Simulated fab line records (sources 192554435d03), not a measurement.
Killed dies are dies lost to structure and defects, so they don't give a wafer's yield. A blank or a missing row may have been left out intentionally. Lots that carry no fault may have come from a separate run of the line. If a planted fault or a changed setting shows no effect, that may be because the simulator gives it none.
2 desks looking at one fault :: flow n5Finfet :: each desk has only its own numbers; what lay behind them comes last

THE TOOL OWNER'S DESK: cmp-01
The tool's own readings at N5_BEOL_M12_CMP_49 (polishes, stops on SiOC, t overpolish 20.6 s, target thk 320 nm): means of the sampled wafers that have a number, for each lot that ran on this tool. If a lot's mean is further than 4 standard deviations from the usual mean, the lot is out of limits and carries the mark OUT (the distance appears in the brackets).
Columns: A = barrierFieldEndpointS at N5_BEOL_M12_CMP_49, usual 30.4 s; B = headPressurePsi at N5_BEOL_M12_CMP_49, usual 0.9997 psi; C = motorCurrentA at N5_BEOL_M12_CMP_49, usual 6.0 A; D = overpolishRunS at N5_BEOL_M12_CMP_49, usual 20.599 s; E = slurryFilterDpKPa at N5_BEOL_M12_CMP_49, usual 13.48 kPa
lot: L363
first seen here: day 13 01:32
A: 30.7
B: 1.0009
C: 6.2
D: 20.601
E: 13.62

lot: L365
first seen here: day 14 06:54
A: 33.9 (+4.9) OUT
B: 0.9024 (-42) OUT
C: 6.1
D: 20.597
E: 13.45
This desk's verdict: out of limits on L365, starting with L365 at day 14 06:54 (barrierFieldEndpointS at N5_BEOL_M12_CMP_49). Within limits: L363.

THE METROLOGY DESK
What the gauges read for every lot (on any tool): the sampled wafers with a number, averaged. If a lot's mean is further than 4 standard deviations from the usual mean, the lot is out of limits and carries the mark OUT (the distance appears in the brackets).
Columns: A = trenchDepthNm at N5_BEOL_M12_OCD_MEAS_35, usual 319 nm
lot: L354
first seen here: day 11 02:03
A: 317

lot: L363
first seen here: day 12 23:46
A: 320

lot: L365
first seen here: day 14 03:25
A: 324

lot: L371
first seen here: day 17 00:07
A: 316

lot: L373
first seen here: day 18 19:33
A: 322
This desk's finding: nothing out of limits on any of the 5 lots.

BROUGHT TOGETHER
At day 14 06:54, on L365, the tool owner's desk was in a position to raise an alarm.
At the metrology desk, nothing out of limits was observed.
The metrology desk holds a record of L365, inside its limits.
Every lot named ran N5_BEOL_M12_CMP_49 on cmp-01.

WHAT THE SIMULATOR HAD PUT IN
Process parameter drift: cmp-01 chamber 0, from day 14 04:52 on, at N5_BEOL_M12_CMP_49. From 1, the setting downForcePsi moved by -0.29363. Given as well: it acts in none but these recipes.
Lots struck among those shown: L365.
Each desk's first reading out of limits, in hours after the fault started: the tool owner's desk, 2.
